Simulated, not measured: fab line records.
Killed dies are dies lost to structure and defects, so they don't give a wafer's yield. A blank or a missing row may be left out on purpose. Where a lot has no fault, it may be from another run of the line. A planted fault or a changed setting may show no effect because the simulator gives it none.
The tool behind it: which one? :: flow nand_harc :: 6 lots with 18 wafers sampled at 5 steps, on a route of 1302 steps

== WHAT THE GAUGES READ, wafer by wafer ==
NHARC_END_SORT_01.
lot: L350
measured: day 28 17:08
on: prober-02
killed_at_array: 32 55 32

== WHICH TOOL RAN EACH LOT (tool, then ch and the chambers of the sampled wafers, then the start) ==
lot: L342
NHARC_A_CONTACT_ETCH_90: rie_diel-03 ch 0,1,2, day 21 19:41
NHARC_A_CONTACT_DEP_58: pecvd-03 ch 0,1,2, day 22 01:13
NHARC_A_CONTACT_SOFTBAKE_64: litho_track-04 ch 0, day 22 01:00
NHARC_A_CONTACT_DESCUM_74: rie_diel-03 ch 0,1,3, day 22 02:00

lot: L350
NHARC_A_CONTACT_ETCH_90: rie_diel-13 ch 2,3, day 25 17:00
NHARC_A_CONTACT_DEP_58: pecvd-03 ch 0,2, day 25 22:21
NHARC_A_CONTACT_SOFTBAKE_64: litho_track-01 ch 0, day 25 22:00
NHARC_A_CONTACT_DESCUM_74: rie_diel-03 ch 0,2,3, day 25 23:08

lot: L357
NHARC_A_CONTACT_ETCH_90: rie_diel-10 ch 0,2,3, day 28 02:10
NHARC_A_CONTACT_DEP_58: pecvd-03 ch 0,1, day 28 06:47
NHARC_A_CONTACT_SOFTBAKE_64: litho_track-06 ch 0, day 28 07:00
NHARC_A_CONTACT_DESCUM_74: rie_diel-03 ch 1,2,3, day 28 07:41

lot: L359
NHARC_A_CONTACT_ETCH_90: rie_diel-10 ch 0,1,3, day 29 17:22
NHARC_A_CONTACT_DEP_58: pecvd-02 ch 1,2, day 29 21:46
NHARC_A_CONTACT_SOFTBAKE_64: litho_track-01 ch 0, day 29 22:00
NHARC_A_CONTACT_DESCUM_74: rie_diel-10 ch 0,1, day 29 22:39

lot: L362
NHARC_A_CONTACT_ETCH_90: rie_diel-10 ch 0,1,3, day 30 21:29
NHARC_A_CONTACT_DEP_58: pecvd-02 ch 0,1,2, day 31 04:09
NHARC_A_CONTACT_SOFTBAKE_64: litho_track-01 ch 0, day 31 04:00
NHARC_A_CONTACT_DESCUM_74: rie_diel-03 ch 1,3, day 31 05:04

lot: L361
NHARC_A_CONTACT_ETCH_90: rie_diel-10 ch 0,2,3, day 31 04:45
NHARC_A_CONTACT_DEP_58: pecvd-03 ch 0,1,2, day 31 09:20
NHARC_A_CONTACT_SOFTBAKE_64: litho_track-06 ch 0, day 31 09:00
NHARC_A_CONTACT_DESCUM_74: rie_diel-10 ch 0,1,2, day 31 10:11
- NHARC_A_CONTACT_ETCH_90: etches the open film in CH3F/O2, target depth 40 nm, time 85.7 s.
- NHARC_A_CONTACT_DEP_58: deposits SiON, target thk 90 nm.
- NHARC_A_CONTACT_SOFTBAKE_64: time 55 s.
- NHARC_A_CONTACT_DESCUM_74: chemistry O2, time 3 s.

== THE ANSWER, worked out from the rows above alone ==
Rule: the lots themselves supply what counts as usual. The widest of any qualifying gaps counts: lots, ordered by their means at a reading, are off when they make up no more than a third of the lots, leave a main group of 4 or more, and stand apart from it by 3 or more times the standard deviation of that group's means. Not used: any main group whose means are identical at the precision the tables above print for the reading. Also off: a lot with no number at a reading for which 4 or more lots have one. Where the step has rows for the other lots, those lots are counted as sound.
No lot is off at any reading shown: from this, nothing can be told.

== WHAT HAD BEEN PUT IN BY THE SIMULATOR ==
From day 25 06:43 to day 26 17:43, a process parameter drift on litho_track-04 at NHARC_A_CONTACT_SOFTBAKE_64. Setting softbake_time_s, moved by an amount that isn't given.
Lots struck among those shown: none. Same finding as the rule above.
